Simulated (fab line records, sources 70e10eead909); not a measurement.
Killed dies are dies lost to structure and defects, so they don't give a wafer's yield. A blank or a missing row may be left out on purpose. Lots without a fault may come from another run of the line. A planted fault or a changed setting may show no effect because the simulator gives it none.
fab line records | flow nand_harc | part 1 of 2: steps 1 to 4 of 6
record lots=22 wafers=66 last_day=24
route steps=1159 shown A_SGD_CUT@777 A_WL_FILL@813 A_CONTACT@843
lots that met no fault: from a run of the same line without faults
start_h: hours from the record's first day to the start of the lot's first wafer shown | wait_h: hours since the lot's step before | " the same as in the row above | L1.1+2: a row that stands for several wafers | - no value, or no start given | * or withheld: withheld | < > ~ a bound
route shown NAME@n: a module of which the file shows steps, and the number in the route of the first | usual: mean/standard deviation of fault-free wafers | same: alike in all rows | chamber/n: place in a boat | sites: the reading at each site | _std_site: their standard deviation | _edge_site: outer sites' mean less inner sites' | radius_mm: how far each site lies from the wafer's centre | mask NAME#n: copy n | behind: the tool/chamber that last shaped the wafer | hold: why the lot was held/for how many hours/how that ended | device: the transistor (n, p or np) that didn't switch | end of line: the same wafers' tests at the end of the route | a step without rows: its recipe alone | killed: dies lost to structure and defects at the first sort, not the wafer's yield | map: a wafer's dies, x killed, . not, _ none there
set.NAME: the setting as run; set.NAME@STEP: as run at that earlier step | model.NAME: the simulator's own value behind a step, which no gauge read
steps of the route over a sample of lots; a table a step, a row a wafer
services: from which hour (start_h, from the record's first day; less than 0 if before it) a tool's chamber was out of use, for how many hours, and why
## steps
# step NHARC_A_SGD_CUT_STRIP_28
# recipe time_s=20 o2_flow_sccm=500 ar_flow_sccm=0 bias_w=0 chemistry=O2
# usual chamber_pressure_mTorr=60.00/0.06 drypump_motor_current_A=5.9/0.57 mfc_ar_sccm=0.007/0.0097 o2_flow_sccm=500.1/1.5 oes_product_au=1.000/0.0075 rf_vpp_V=57.8/0.85 showerhead_plenum_p_Torr=3.56/0.12 throttle_valve_pct=17.035/0.01
# columns lot.wafer tool chamber start_h wait_h chamber_pressure_mTorr drypump_motor_current_A mfc_ar_sccm o2_flow_sccm oes_product_au rf_hours_counter_h rf_vpp_V showerhead_plenum_p_Torr throttle_valve_pct
L075.2 rie_diel-11 2 - - 60.05 6.0 0 499.4 0.984 16 57.9 3.71 17.018
L075.5 " 2 " " 60.06 6.0 0 500.8 0.988 - 58.6 3.71 17.036
L075.6 " 3 " " 59.89 5.3 0.001 500.1 1.001 - 58.0 3.45 17.037
L074.3 rie_diel-01 2 - - 60.02 4.9 0 501.9 1.011 0 59.6 3.72 17.028
L074.2 " 1 " " 60.05 5.9 0.022 501.6 1.002 0 57.3 3.69 17.032
L074.5 " 3 " " 60.08 6.7 0 498.4 0.993 - 58.9 3.60 17.046
L077.4 rie_diel-06 1 - - 60.02 5.4 0.017 499.4 0.984 9 58.4 3.51 17.040
L077.2 " 2 " " 60.08 6.4 0 502.3 0.999 9 58.5 3.67 17.035
L077.3 " 0 " " 60.06 5.9 0.015 497.1 0.995 8 57.6 3.36 17.035
L076.1 rie_diel-01 3 - - 59.95 6.7 0 499.9 0.999 1 57.9 3.60 17.031
L076.2 " 1 " " 59.98 5.9 0.022 501.3 1.007 2 59.6 3.69 17.045
L076.6 " 0 " " 60.01 6.5 0 497.5 1.005 - 57.9 3.62 17.048
L078.2 rie_diel-11 1 - - 60.05 6.6 0.030 499.9 0.990 17 58.4 3.57 17.026
L078.1 " 3 " " 60.06 5.3 0.001 498.5 0.996 17 56.7 3.45 17.026
L078.3 " 0 " " 60.01 6.4 0 498.3 1.000 17 57.8 3.40 17.027
L080.2 rie_diel-11 0 - - 59.94 6.4 0 501.3 0.998 19 57.2 3.39 17.038
L080.1 " 1 " " 60.10 6.6 0.030 499.5 0.993 19 58.4 3.56 17.038
L080.6 " 3 " " 59.94 5.4 0.001 499.6 1.003 - 56.5 3.45 17.040
L081.3 rie_diel-06 0 - - 59.98 5.9 0.015 502.1 1.015 10 56.1 3.35 17.026
L081.2 " 1 " " 60.06 5.4 0.017 499.9 1.005 11 57.3 3.50 17.038
L081.5 " 2 " " 60.05 6.4 0 501.0 1.009 - 59.8 3.67 17.041
L079.4 rie_diel-11 3 - - 59.99 5.4 0.001 500.3 1.003 19 57.5 3.45 17.043
L079.3 " 0 " " 59.99 6.5 0 497.2 0.984 19 57.5 3.39 17.022
L079.2 " 2 " " 60.01 6.0 0 497.4 0.986 20 57.4 3.71 17.036
L083.4 rie_diel-06 0 - - 59.98 5.9 0.015 497.7 1.007 11 57.8 3.35 17.035
L083.2 " 1 " " 60.03 5.4 0.017 500.9 1.004 12 57.9 3.50 17.032
L083.3 " 2 " " 60.11 6.4 0 501.1 1.007 12 58.3 3.67 17.036
L082.3 rie_diel-01 3 - - 60.08 6.7 0 499.2 1.012 4 56.8 3.59 17.040
L082.2 " 0 " " 60.02 6.5 0 500.4 0.996 4 58.1 3.62 17.060
L082.5 " 3 " " 60.03 6.7 0 500.8 0.996 - 57.8 3.59 17.025
L084.1 rie_diel-01 0 - - 60.07 6.5 0 501.6 0.995 5 58.6 3.62 17.026
L084.2 " 1 " " 59.98 5.9 0.022 499.0 1.000 5 58.9 3.69 17.030
L084.6 " 3 " " 60.01 6.7 0 497.2 1.002 - 58.6 3.59 17.039
L085.3 rie_diel-06 2 - - 59.99 6.4 0 501.6 1.004 13 57.6 3.67 17.027
L085.2 " 3 " " 59.95 5.4 0.004 498.6 0.995 8 57.0 3.51 17.035
L085.5 " 3 " " 60.03 5.4 0.004 500.7 1.003 - 57.2 3.51 17.060
L087.2 rie_diel-11 0 - - 60.06 6.4 0 501.6 1.005 3 58.2 3.39 17.019
L087.3 " 2 " " 60.00 6.0 0 502.8 1.010 3 58.5 3.70 17.041
L087.5 " 0 " " 60.01 6.4 0 500.3 1.005 - 57.6 3.39 17.025
L086.3 rie_diel-01 2 - - 60.05 4.9 0 499.5 1.005 7 57.9 3.72 17.047
L086.6 " 3 " " 60.10 6.7 0 500.4 1.003 - 57.4 3.59 17.037
L086.5 " 0 " " 60.07 6.5 0 501.9 0.986 - 57.0 3.62 17.035
L090.1 rie_diel-01 2 - - 59.90 4.9 0 499.7 1.000 8 57.7 3.72 17.038
L090.6 " 1 " " 60.00 5.9 0.022 501.0 1.010 - 57.9 3.69 17.032
L090.5 " 2 " " 59.95 4.9 0 501.3 1.002 - 57.6 3.72 17.037
L089.3 rie_diel-06 0 - - 60.03 5.9 0.015 501.4 0.998 14 56.7 3.35 17.047
L089.2 " 1 " " 60.00 5.4 0.017 501.5 0.996 15 59.2 3.50 17.032
L089.1 " 2 " " 59.90 6.4 0 500.5 0.989 14 56.7 3.67 17.018
L094.3 rie_diel-11 0 - - 59.92 6.4 0 497.4 1.003 6 56.4 3.39 17.040
L094.2 " 1 " " 60.04 6.6 0.030 499.9 1.001 5 57.9 3.56 17.049
L094.6 " 0 " " 59.94 6.4 0 501.2 1.002 - 56.9 3.39 17.037
L091.2 rie_diel-01 1 - - 60.02 5.9 0.022 498.6 1.001 9 58.8 3.69 17.042
L091.5 " 2 " " 60.06 4.9 0 500.8 0.999 - 58.4 3.72 17.044
L091.6 " 3 " " 60.02 6.7 0 500.0 1.013 - 56.0 3.59 17.042
L092.2 rie_diel-11 3 - - 60.02 5.4 0.001 501.9 1.007 7 57.5 3.44 17.034
L092.1 " 0 " " 60.08 6.4 0 500.5 0.995 7 58.2 3.39 17.033
L092.4 " 1 " " 59.92 6.6 0.030 501.1 1.003 6 58.6 3.56 17.020
L096.3 rie_diel-11 0 - - 59.99 6.4 0 501.5 0.993 9 56.4 3.39 17.040
L096.2 " 2 " " 60.08 6.0 0 500.6 1.013 9 56.8 3.70 17.048
L096.6 " 0 " " 59.97 6.4 0 501.3 0.990 - 56.8 3.39 17.038
L095.1 rie_diel-06 0 - - 60.01 5.9 0.015 497.6 1.003 2 57.5 3.35 17.033
L095.2 " 3 " " 59.97 5.4 0.004 499.6 1.002 2 56.6 3.51 17.014
L095.5 " 0 " " 60.03 5.9 0.015 499.9 1.001 - 56.3 3.35 17.035
L097.2 rie_diel-06 0 - - 59.98 5.9 0.015 499.5 1.005 2 57.5 3.35 17.040
L097.1 " 1 " " 60.03 5.4 0.017 502.3 0.990 2 56.0 3.50 17.046
L097.4 " 3 " " 59.86 5.3 0.004 501.4 0.995 2 58.7 3.51 17.050
# step NHARC_A_WL_FILL_CVD_03
# recipe target_thk_a=400 temp_c=300 pressure_torr=40 wf6_flow_sccm=40 h2_flow_sccm=1600 ar_flow_sccm=1560 time_s=3302 material=W
# usual heater_power_w=480/86 mfc_ar_sccm=1560/4.9 throttle_valve_pct=7.93/0.27
# columns lot.wafer tool chamber start_h wait_h heater_power_w mfc_ar_sccm throttle_valve_pct
L075.2 cvd_w-01 0 351.17 6.4 332 1562 7.83
L075.6 " 1 352.56 7.8 575 1555 8.10
L075.5 " 0 " " 330 1562 7.78
L074.2 cvd_w-02 1 351.92 7.1 510 1553 7.66
L074.3 " 0 " " 503 1556 8.45
L074.5 " 1 353.80 9.0 511 1560 7.61
L076.1 cvd_w-02 1 354.69 0.5 494 1564 7.82
L076.2 " 0 " " 484 1564 8.27
L076.6 " 1 356.59 2.4 508 1565 7.70
L077.2 cvd_w-01 1 354.99 0.8 574 1559 7.98
L077.3 " 1 " " 578 1557 8.04
L077.4 " 0 " " 349 1564 7.74
L078.1 cvd_w-02 0 357.53 3.2 481 1555 8.14
L078.2 " 0 " " 494 1556 8.05
L078.3 " 0 " " 486 1558 7.99
L080.2 cvd_w-01 1 368.29 0.1 568 1563 7.88
L080.1 " 0 " " 331 1561 7.59
L080.6 " 0 370.61 2.4 327 1564 7.54
L081.2 cvd_w-02 0 368.91 0.5 495 1561 8.20
L081.3 " 0 " " 502 1561 8.44
L081.5 " 1 " " 503 1561 7.74
L079.2 cvd_w-01 1 381.95 5.1 567 1558 7.82
L079.3 " 0 " " 340 1556 7.74
L079.4 " 1 " " 577 1552 8.04
L083.2 cvd_w-02 1 394.52 8.3 481 1560 7.71
L083.4 " 0 " " 499 1564 8.17
L083.3 " 1 " " 495 1566 7.43
L082.2 cvd_w-01 1 394.57 8.5 582 1556 7.86
L082.3 " 1 " " 590 1558 7.72
L082.5 " 1 397.41 11.3 556 1558 7.93
L084.1 cvd_w-02 1 403.58 4.7 491 1558 7.81
L084.2 " 0 " " 494 1562 8.15
L084.6 " 0 405.91 7.0 491 1546 8.62
L085.2 cvd_w-01 1 412.40 0.9 570 1558 7.94
L085.3 " 1 " " 582 1558 8.24
L085.5 " 1 " " 577 1550 7.65
L087.2 cvd_w-02 0 420.19 0.1 493 1549 8.34
L087.3 " 0 " " 486 1562 8.12
L087.5 " 1 422.60 2.5 492 1557 7.52
L086.3 cvd_w-01 1 421.59 1.5 575 1557 8.24
L086.6 " 0 " " 342 1566 7.83
L086.5 " 1 " " 587 1562 8.02
L090.1 cvd_w-01 0 435.95 1.7 336 1565 7.54
L090.5 " 1 437.35 3.1 587 1560 7.82
L090.6 " 0 " " 337 1564 7.87
L089.1 cvd_w-02 1 436.01 1.6 489 1566 7.84
L089.2 " 0 " " 495 1567 8.22
L089.3 " 1 " " 493 1563 7.79
L094.2 cvd_w-01 1 444.18 3.4 568 1552 7.80
L094.3 " 0 445.59 4.8 351 1568 7.82
L094.6 " 0 " " 335 1562 7.86
L091.2 cvd_w-02 0 444.60 4.0 498 1556 8.20
L091.5 " 1 446.01 5.4 490 1554 7.88
L091.6 " 0 " " 485 1560 8.21
L092.2 cvd_w-02 0 448.44 1.3 487 1558 8.35
L092.1 " 1 " " 506 1559 7.83
L092.4 " 0 " " 501 1556 8.58
L097.1 cvd_w-01 0 466.60 0.1 334 1550 7.57
L097.2 " 1 " " 558 1555 8.08
L097.4 " 0 " " 344 1559 7.97
L096.2 cvd_w-02 1 467.55 0.9 500 1571 7.84
L096.3 " 0 " " 493 1555 8.09
L096.6 " 0 " " 499 1554 8.02
L095.1 cvd_w-01 1 469.48 2.7 563 1553 8.12
L095.2 " 0 " " 333 1557 7.79
L095.5 " 0 471.79 5.0 342 1556 7.76
# step NHARC_A_WL_FILL_ETCHBACK_17
# recipe target_depth_a=40 time_s=26.7 chemistry=Cl2/BCl3
# usual chamber_pressure_mTorr=10.001/0.01 drypump_motor_current_A=6.2/0.4 oes_product_au=1.002/0.0082
# columns lot.wafer tool chamber start_h wait_h chamber_pressure_mTorr drypump_motor_current_A oes_product_au rf_hours_counter_h
L074.2 rie_metal-03 1 364.39 - 9.999 6.2 1.007 2.2
L074.3 " 1 " " 9.996 6.2 1.007 -
L074.5 " 0 " " 10.016 6.4 1.001 -
L075.2 rie_metal-02 0 364.42 - 10.013 6.6 0.991 4.5
L075.6 " 0 " " 9.992 6.5 0.998 -
L075.5 " 1 " " 9.996 6.6 1.006 -
L077.2 rie_metal-03 1 368.69 - 10.004 6.2 1.010 2.2
L077.4 " 1 " " 9.985 6.2 1.009 -
L077.3 " 0 " " 10.005 6.4 0.999 -
L076.1 rie_metal-02 1 368.74 - 9.986 6.6 1.005 4.4
L076.2 " 0 " " 10.006 6.5 0.998 4.6
L076.6 " 0 " " 9.989 6.6 0.987 -
L078.2 rie_metal-03 1 374.39 - 9.988 6.2 1.006 2.5
L078.1 " 0 " " 10.000 6.4 0.997 2.5
L078.3 " 0 " " 9.989 6.4 1.004 -
L081.2 rie_metal-03 0 384.83 - 9.994 6.4 1.007 2.6
L081.3 " 1 " " 9.998 6.2 0.995 -
L081.5 " 1 " " 10.003 6.1 0.996 -
L080.1 rie_metal-01 1 386.39 - 10.007 5.7 1.002 1.6
L080.2 " 0 " " 9.992 5.4 0.996 1.6
L080.6 " 1 " " 9.997 5.7 1.007 -
L079.2 rie_metal-01 0 396.77 - 9.981 5.5 0.996 1.6
L079.4 " 1 " " 10.017 5.7 1.003 -
L079.3 " 0 " " 9.981 5.5 1.001 -
L083.2 rie_metal-03 0 408.44 - 10.013 6.4 1.006 3.1
L083.3 " 0 " " 10.014 6.4 0.999 -
L083.4 " 1 " " 9.999 6.2 0.998 -
L082.2 rie_metal-02 1 408.61 0.1 9.984 6.6 1.000 0.2
L082.3 " 1 " " 10.011 6.6 1.006 -
L082.5 " 0 " " 10.012 6.5 1.010 -
L084.2 rie_metal-02 0 417.74 - 10.021 6.6 1.001 0.3
L084.1 " 1 " " 10.011 6.6 1.016 0.3
L084.6 " 1 " " 9.988 6.6 1.014 -
L085.2 rie_metal-03 1 425.19 - 9.985 6.2 1.010 3.6
L085.3 " 0 " " 9.997 6.4 1.006 -
L085.5 " 0 " " 9.987 6.4 1.000 -
L087.2 rie_metal-01 0 434.19 - 10.005 5.4 0.983 2.4
L087.3 " 0 " " 9.994 5.4 0.986 -
L087.5 " 0 " " 10.009 5.4 0.986 -
L086.3 rie_metal-03 0 434.27 - 10.004 6.4 1.004 -
L086.6 " 1 " " 10.018 6.1 1.009 -
L086.5 " 0 " " 10.007 6.4 1.009 -
L090.1 rie_metal-02 1 452.62 - 9.987 6.6 0.986 1.7
L090.6 " 0 " " 10.006 6.5 0.998 -
L090.5 " 1 " " 10.003 6.6 1.000 -
L089.2 rie_metal-03 0 452.71 - 9.997 6.4 1.010 4.6
L089.1 " 1 " " 10.000 6.2 1.010 4.6
L089.3 " 0 " " 9.996 6.4 1.020 -
L091.2 rie_metal-01 0 461.26 - 9.997 5.4 0.992 3.6
L091.5 " 0 " " 10.010 5.4 0.989 -
L091.6 " 1 " " 9.978 5.7 0.991 -
L094.2 rie_metal-02 0 461.38 - 10.016 6.6 1.007 1.8
L094.3 " 0 " " 9.983 6.6 1.012 -
L094.6 " 1 " " 9.996 6.6 1.007 -
L092.2 rie_metal-01 1 463.96 - 9.999 5.7 0.995 3.7
L092.1 " 0 " " 10.010 5.4 0.989 3.7
L092.4 " 1 " " 10.007 5.7 0.996 -
L097.2 rie_metal-02 1 480.43 - 10.010 6.6 1.002 2.1
L097.1 " 0 " " 10.000 6.6 1.006 2.1
L097.4 " 0 " " 10.002 6.6 1.013 -
L096.2 rie_metal-03 0 480.47 - 10.010 6.4 0.999 0.7
L096.3 " 0 " " 10.001 6.4 1.011 -
L096.6 " 0 " " 10.018 6.4 1.000 -
L095.1 rie_metal-03 0 483.39 - 10.001 6.4 1.000 0.7
L095.2 " 1 " " 10.008 6.1 1.018 0.7
L095.5 " 1 " " 10.006 6.1 1.004 -
# step NHARC_A_CONTACT_DEP_29
# recipe target_thk_a=700 target_thk_nm=70 temp_c=400 pressure_torr=3.5 flow_sccm=200 rf_w=350 material=SiON
# usual heater_power_w=730/88 showerhead_vpp_V=1199/42
# columns lot.wafer tool chamber start_h wait_h heater_power_w showerhead_vpp_V
L074.3 pecvd-03 0 379.64 1.1 777 1194
L074.2 " 1 " " 785 1213
L074.5 " 2 " " 752 1239
L075.2 pecvd-03 2 380.02 1.5 674 1240
L075.6 " 0 " " 764 1200
L075.5 " 1 " " 844 1221
L077.2 pecvd-03 2 384.85 1.7 624 1224
L077.3 " 0 " " 763 1182
L077.4 " 2 " " 647 1226
L076.2 pecvd-03 2 385.03 1.7 666 1248
L076.1 " 0 " " 787 1197
L076.6 " 0 " " 800 1212
L078.3 pecvd-03 2 395.17 1.1 715 1221
L078.1 " 0 " " 785 1203
L078.2 " 1 " " 851 1227
L081.2 pecvd-04 0 406.06 1.5 580 1112
L081.3 " 2 " " 825 1157
L081.5 " 1 " " 810 1149
L080.2 pecvd-01 0 409.41 1.5 766 1150
L080.1 " 1 " " 573 1159
L080.6 " 2 " " 621 1249
L079.2 pecvd-04 1 417.20 1.5 840 1134
L079.4 " 1 " " 829 1145
L079.3 " 0 " " 566 1103
L083.3 pecvd-03 1 423.42 1.3 873 1250
L083.2 " 0 " " 781 1200
L083.4 " 1 " " 860 1231
L082.2 pecvd-03 2 425.13 1.7 753 1247
L082.3 " 0 " " 740 1210
L082.5 " 2 " " 716 1221
L084.2 pecvd-03 0 432.12 1.6 770 1204
L084.1 " 1 " " 822 1224
L084.6 " 0 " " 732 1209
L085.3 pecvd-03 0 439.31 1.1 726 1216
L085.2 " 1 " " 795 1211
L085.5 " 2 " " 645 1249
L087.2 pecvd-03 0 449.14 1.5 739 1200
L087.3 " 2 " " 710 1230
L087.5 " 2 " " 727 1240
L086.3 pecvd-03 1 450.55 1.2 814 1229
L086.5 " 2 " " 676 1234
L086.6 " 0 " " 789 1236
L090.1 pecvd-01 1 467.06 1.9 542 1171
L090.6 " 0 " " 804 1153
L090.5 " 1 " " 567 1161
L089.1 pecvd-03 2 468.67 1.9 626 1218
L089.2 " 0 " " 689 1213
L089.3 " 1 " " 763 1223
L091.2 pecvd-01 0 482.23 2.0 765 1150
L091.5 " 0 " " 785 1139
L091.6 " 1 " " 636 1166
L094.3 pecvd-04 1 486.24 1.1 694 1136
L094.2 " 2 " " 810 1159
L094.6 " 2 " " 780 1183
L092.2 pecvd-03 0 490.12 1.5 708 1232
L092.1 " 1 " " 888 1235
L092.4 " 0 " " 732 1184
L096.2 pecvd-01 2 499.77 1.6 703 1243
L096.3 " 0 " " 670 1150
L096.6 " 0 " " 661 1139
L097.1 pecvd-01 2 500.81 1.9 652 1218
L097.2 " 0 " " 729 1134
L097.4 " 1 " " 612 1147
L095.1 pecvd-03 2 505.95 1.9 727 1226
L095.2 " 0 " " 670 1209
L095.5 " 1 " " 781 1245
